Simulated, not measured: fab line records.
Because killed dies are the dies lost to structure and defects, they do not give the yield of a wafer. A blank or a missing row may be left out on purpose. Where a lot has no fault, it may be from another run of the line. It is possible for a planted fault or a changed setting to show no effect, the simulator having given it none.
Chamber matching	flow n5_finfet	uv_cure-01 running N5_BEOL_M10_CURE_72: 3 sister chambers
The step cures SiCOH lowk, time 120 s. 5 wafers are shown with their chamber, then 8 later ones without.

WAFERS WITH THEIR CHAMBER
wafer	chamber	wafer_temp_C_max	lamp_power_pct (%)
L074.3	0	371.9	52.33
L074.5	0	371.7	52.22
L084.4	2	371.3	52.38
L084.5	2	371.1	52.40
L088.1	1	371.5	52.31

WAFERS WHOSE CHAMBER IS MISSING
wafer	wafer_temp_C_max	lamp_power_pct (%)
L088.2	371.3	52.31
L088.4	371.4	52.31
L087.1	371.8	52.37
L087.4	372.9	52.29
L087.6	371.7	52.23
L090.2	371.7	52.40
L090.3	371.4	52.25
L090.6	371.7	52.34

WHICH CHAMBER EACH WENT THROUGH
wafer	from the rows above	in truth
L088.2	can't be placed: 1 or 2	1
L088.4	can't be placed: 1 or 2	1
L087.1	can't be placed: 0 or 1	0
L087.4	0	0
L087.6	can't be placed: 0 or 1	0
L090.2	can't be placed: 1 or 0 or 2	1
L090.3	can't be placed: 1 or 0 or 2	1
L090.6	can't be placed: 0 or 1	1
Correct placement for 1 of the 8. These rows do not allow placing 7 (true chamber among the candidates in 7). Number placed wrongly: 0.
How it was worked out, from the rows above alone: a wafer's distance from a chamber is the root of the sum, over the readings, of the square of ((its reading less the chamber's mean) divided by the reading's scatter). If the next closest chamber is less than 2 further off than the closest, the wafer can't be placed; otherwise it belongs to the closest. For every chamber, the mean is computed from those of its wafers that are shown. The scatter: the root of (the sum of the squares of (reading less its chamber's mean) over the shown wafers, divided by (wafers less chambers)).
